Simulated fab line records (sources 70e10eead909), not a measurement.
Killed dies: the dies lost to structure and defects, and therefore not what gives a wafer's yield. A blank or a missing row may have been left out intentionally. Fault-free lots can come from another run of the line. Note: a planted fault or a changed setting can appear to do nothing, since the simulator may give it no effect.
Which of the tools did it? -- flow nand_harc -- 6 lots, 18 wafers sampled, at 5 steps of a route of 1159

## WHAT THE GAUGES SHOWED, per wafer
NHARC_END_SORT_01.
lot,measured,on,defect_limited_yield (%)
L161,day 23 20:25,prober-01,91.9 93.5 83.5

## WHAT TOOL EACH LOT RAN ON (gives the tool, then ch and the chambers of the sampled wafers, and finally the start)
lot,NHARC_A_M1_PRE_CLEAN_30,NHARC_A_M1_CMP_23,NHARC_A_BONDPAD_ETCH_34,NHARC_THIN_TSV_PVD_51
L149,"pvd_sputter-02, day 18 06:39 or earlier","cmp-02 ch 0,1,3, day 18 06:39","rie_diel-09 ch 0,2,3, day 18 09:34","pvd_sputter-03, day 19 16:08"
L151,"pvd_sputter-01, day 19 10:41 or earlier","cmp-02 ch 1,2,3, day 19 10:41","rie_diel-03 ch 0,2,3, day 19 13:32","pvd_sputter-01, day 20 08:27"
L155,"pvd_sputter-02, day 19 17:38 or earlier","cmp-04 ch 0,2,3, day 19 17:38","rie_diel-13 ch 0,2,3, day 19 20:20","pvd_sputter-01, day 20 14:20"
L161,"pvd_sputter-01, day 22 10:20 or earlier","cmp-04 ch 0,1,2, day 22 10:20","rie_diel-03 ch 0,2,3, day 22 13:01","pvd_sputter-03, day 23 09:37"
L169,"pvd_sputter-01, day 22 21:20 or earlier","cmp-04 ch 2,3, day 22 21:20","rie_diel-13 ch 0,1,2, day 23 00:02","pvd_sputter-01, day 23 20:53"
L171,"pvd_sputter-01, day 23 19:44 or earlier","cmp-01 ch 0,2,3, day 23 19:44","rie_diel-13 ch 0,1, day 23 22:27","pvd_sputter-02, day 24 17:06"
- NHARC_A_M1_PRE_CLEAN_30: time 30 s.
- NHARC_A_M1_CMP_23: polishes, t overpolish 20 s, target thk 154.34 nm.
- NHARC_A_BONDPAD_ETCH_34: etches the open film in N2/H2, target depth 60 nm, overetch 18 nm, time 65.91 s.
- NHARC_THIN_TSV_PVD_51: deposits Cu, target thk 100 nm.

## THE ANSWER, worked out from the rows above alone
Rule: what is usual is taken from the lots themselves. Put in order of their means at a reading, lots are off if they are a third of the lots or fewer, leave a main group of 4 or more, and stand apart from it by a gap of 3 or more times the standard deviation of the main group's means; of several such gaps the widest counts. A main group is skipped when, at the precision printed for the reading in the tables above, its means are all equal. A lot without any number at a reading at which 4 lots or more have one is off too. Any other lot the step has rows for is counted as sound.
Nothing can be told from this: no lot is off at any reading shown.

## WHAT THE SIMULATOR HAD PUT IN
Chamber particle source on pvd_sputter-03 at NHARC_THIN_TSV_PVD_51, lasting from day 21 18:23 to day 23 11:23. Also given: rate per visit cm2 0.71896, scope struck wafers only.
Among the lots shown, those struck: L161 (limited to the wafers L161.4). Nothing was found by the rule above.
